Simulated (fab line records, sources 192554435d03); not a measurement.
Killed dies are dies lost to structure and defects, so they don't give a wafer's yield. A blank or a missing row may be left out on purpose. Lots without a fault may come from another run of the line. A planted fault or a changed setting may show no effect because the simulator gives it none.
A struck lot beside a sound one | flow n5_finfet | 20 steps out of a route of 1938
Sound: wafers L590.1, L590.2, L590.6. Struck: wafers L578.1, L578.2, L578.5. The cause comes at the end.
At each step with rows: each side's tool, then ch and its chambers, then its first start. Under that, the readings that differ: sound wafers | struck wafers | difference of the means | sigmas: that difference in standard deviations of wafers without a fault.
alike: readings whose means differ by less than 2 such deviations, and words and numbers that are the same on both sides. not compared: withheld readings, readings that some wafer has no value for, bounds like >300 that may hide the same value, and numbers for which the record gives no deviation and whose values overlap.
The two part at a step that has a row with sigmas, a row that says differs or no value, or rows on one side only. Numbers that don't overlap but have no deviation are shown without sigmas and don't part them. A reading that every wafer of one side lacks parts them only if that side has two wafers or more.

first, 11 steps without rows for these wafers: N5_BEOL_M3_ETCH_74 (etches underlayer in N2/H2, target depth 6.5 nm, time 5.2 s); N5_BEOL_M3_ETCH_63 (etches SiARC in CF4, target depth 15.6 nm, time 26 s); N5_BEOL_M3_ETCH_64 (etches SOC in N2/H2, target depth 75 nm, overetch 15 nm, time 112.5 s); N5_BEOL_M3_STRIP_65 (strips in N2/H2); N5_BEOL_M3_STRIP_75 (strips in N2/H2); N5_BEOL_M3_STRIP_66 (strips in CF4); N5_BEOL_M3_HM_OPEN_17 (chemistry Cl2/BCl3, target TiN, target depth 20 nm, overetch 6 nm); N5_BEOL_M3_STRIP_19 (strips in O2); N5_BEOL_M3_COAT_67 (time 60 s, resist thk 60 nm); N5_BEOL_M3_COAT_68 (time 60 s, resist thk 12 nm); N5_BEOL_M3_COAT_76 (time 60 s, resist thk 5 nm).
N5_BEOL_M3_COAT_22: resist thk 30 nm.
  sound on litho_track-04 ch 0, day 13 07:02; struck on litho_track-05 ch 0, day 10 13:16
  reading                                      | sound                | struck               | difference | sigmas
  spin_speed_rpm (rpm)                         | 1500.5 1498.6 1500.7 | 1608.5 1609.3 1609.3 | +109.1     | +99 or more
  model.CAR-EUV_of_BEOL_M3_COAT_22.thk_nm (nm) | 29.8 29.8 30         | 29 29 29             | -1         |
then, 5 steps without rows for these wafers: N5_BEOL_M3_EBR_24; N5_BEOL_M3_SOFTBAKE_23 (time 60 s); N5_BEOL_M3_EXPOSE_25 (exposes mask V2, defocus 5 nm); N5_BEOL_M3_PEB_26 (peb time 60 s); N5_BEOL_M3_DEVELOP_27 (develop time 30 s).
N5_BEOL_M3_DESCUM_33: chemistry O2, time 7 s.
  sound on rie_diel-01 ch 0,1,3, day 13 07:47; struck on rie_diel-02 ch 1,2,3, day 10 13:40
  reading                                      | sound      | struck       | difference | sigmas
  model.CAR-EUV_of_BEOL_M3_COAT_22.thk_nm (nm) | 26 25.8 26 | 25.2 25 25.2 | -0.8       |
  alike: chamber_pressure_mTorr, drypump_motor_current_A, oes_product_au, rf_vpp_V, showerhead_plenum_p_Torr, throttle_valve_pct
  not compared: rf_hours_counter_h
then, 1 step without rows for these wafers: N5_BEOL_M3_ETCH_77 (etches underlayer in N2/H2, target depth 6.5 nm, time 5.2 s).
N5_BEOL_M4_RC_MEAS_101:
  sound on prober-02 ch 0, day 15 02:02; struck on prober-02 ch 0, day 12 00:25
  reading        | sound          | struck         | difference | sigmas
  IOFF_P (nA/um) | 0.14 0.15 0.13 | 0.26 0.24 0.21 | +0.10      | +3
  ION_P (uA/um)  | 455 459 447    | 473 464 467    | +14        | +2
  VT_P (mV)      | -258 -256 -255 | -249 -247 -249 | +8         | +3
  alike: DIBL_N, DIBL_P, IOFF_N, ION_N, SS_N, SS_P, VT_N

WHERE THEY PART
First at N5_BEOL_M3_COAT_22; last, within this record, at N5_BEOL_M4_RC_MEAS_101.

WHY: what the simulator had put in
Process parameter drift: litho_track-05, from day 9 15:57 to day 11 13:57, at N5_BEOL_M3_COAT_22. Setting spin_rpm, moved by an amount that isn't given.
